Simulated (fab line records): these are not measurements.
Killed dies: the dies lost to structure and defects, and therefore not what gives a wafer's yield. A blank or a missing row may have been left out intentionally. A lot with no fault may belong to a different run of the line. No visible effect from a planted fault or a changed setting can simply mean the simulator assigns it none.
Chamber matching	flow n5_finfet	4 sister chambers for N5_BEOL_M12_TRENCH_ETCH_34 on rie_diel-05
The step etches SiOC in C4F8/O2/Ar, target depth 318.95 nm, time 125.5 s. 18 wafers are shown with their chamber, then 9 later ones without.

## WAFERS PAIRED WITH THEIR CHAMBERS
wafer	chamber	throttle_valve_pct (%)	showerhead_plenum_p_Torr (Torr)	drypump_motor_current_A (A)
L074.2	0	23.8	3.58	6.2
L074.4	2	23.9	3.31	5.4
L074.5	1	24.8	3.56	5.8
L079.1	0	23.8	3.58	6.2
L079.2	1	24.8	3.56	5.8
L079.3	2	23.9	3.31	5.4
L078.1	3	23.7	3.49	5.9
L078.3	0	23.8	3.58	6.2
L078.6	1	24.8	3.55	5.9
L080.3	0	23.8	3.57	6.2
L080.4	1	24.8	3.55	5.8
L080.5	0	23.8	3.57	6.2
L081.1	1	24.8	3.55	5.8
L081.5	3	23.7	3.48	5.8
L081.6	0	23.8	3.57	6.2
L083.2	1	24.8	3.55	5.8
L083.3	0	23.9	3.57	6.2
L083.4	1	24.8	3.55	5.8

SIGNATURES (means of the wafers above)
reading	chamber 0	chamber 1	chamber 2	chamber 3	scatter within a chamber
throttle_valve_pct	23.814	24.800	23.900	23.700	0.0247
showerhead_plenum_p_Torr	3.5743	3.5529	3.3100	3.4850	0.0051
drypump_motor_current_A	6.200	5.814	5.400	5.850	0.0311
Rule: for each reading, subtract the chamber's mean from the wafer's reading, divide by that reading's scatter and square the result; add these up over the readings and take the root, which gives the wafer's distance from the chamber. The wafer belongs to the nearest chamber; if the next one is less than 2 further off, it can't be placed. How the scatter is found: for the shown wafers, subtract from each reading the mean of its chamber, square and add these, divide the total by (wafers less chambers), then take the root.

## WAFERS WHOSE CHAMBER IS MISSING
wafer	throttle_valve_pct (%)	showerhead_plenum_p_Torr (Torr)	drypump_motor_current_A (A)
L086.1	24.8	3.54	5.8
L086.3	23.9	3.30	5.4
L086.5	23.9	3.57	6.2
L096.1	24.9	3.53	5.8
L096.2	23.9	3.29	5.4
L096.6	23.9	3.56	6.2
L097.1	23.6	3.47	5.8
L097.3	23.9	3.55	6.2
L097.5	23.9	3.28	5.5

## EACH ONE'S CHAMBER
wafer	from the rows above	in truth
L086.1	1	1
L086.3	2	2
L086.5	0	0
L096.1	1	1
L096.2	2	2
L096.6	0	0
L097.1	3	3
L097.3	0	0
L097.5	2	2
Placed correctly: 9 of 9. Not placeable from these rows: 0. Placed wrongly: 0.
